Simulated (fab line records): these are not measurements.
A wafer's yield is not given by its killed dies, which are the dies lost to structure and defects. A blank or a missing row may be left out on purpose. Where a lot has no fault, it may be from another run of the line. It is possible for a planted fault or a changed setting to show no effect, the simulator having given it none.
Matching of chambers    flow nandHarc    4 sister chambers for NHARC_P_STI_ETCH_15 on rieSi-01
The step etches the open film in HBr/Cl2, target depth 300 nm, time 100.1 s. 4 wafers are shown with their chamber, then 8 later ones without.

## WAFERS, EACH WITH ITS CHAMBER
wafer   chamber  drypumpMotorCurrentA (A)
L341.1  3        5.7
L348.2  1        5.9
L348.3  2        5.5
L350.2  0        5.9

## WAFERS WITHOUT THEIR CHAMBER
wafer   drypumpMotorCurrentA (A)
L350.5  5.9
L350.6  5.7
L352.2  5.9
L352.4  5.7
L352.5  5.9
L355.3  5.8
L355.5  5.5
L355.6  5.7

## THE CHAMBER EACH PASSED THROUGH
wafer   from the rows above           in truth
L350.5  can't be placed: 0 or 1       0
L350.6  3                             3
L352.2  can't be placed: 0 or 1       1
L352.4  3                             3
L352.5  can't be placed: 0 or 1       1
L355.3  can't be placed: 3 or 0 or 1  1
L355.5  2                             2
L355.6  3                             3
Correctly placed: 4 of 8. Cannot be placed on the basis of these rows: 4; the candidates contain the true chamber in 4. Wrongly placed: 0.
How it was worked out, from the rows above alone: a wafer's distance from a chamber is the root of the sum, over the readings, of the square of ((its reading less the chamber's mean) divided by the reading's scatter). If the next closest chamber is less than 2 further off than the closest, the wafer can't be placed; otherwise it belongs to the closest. The mean given for a chamber averages the wafers shown for that chamber. The scatter: with one shown wafer a chamber, the root of the mean of the squares of how far each hidden wafer lies from its nearest shown one.
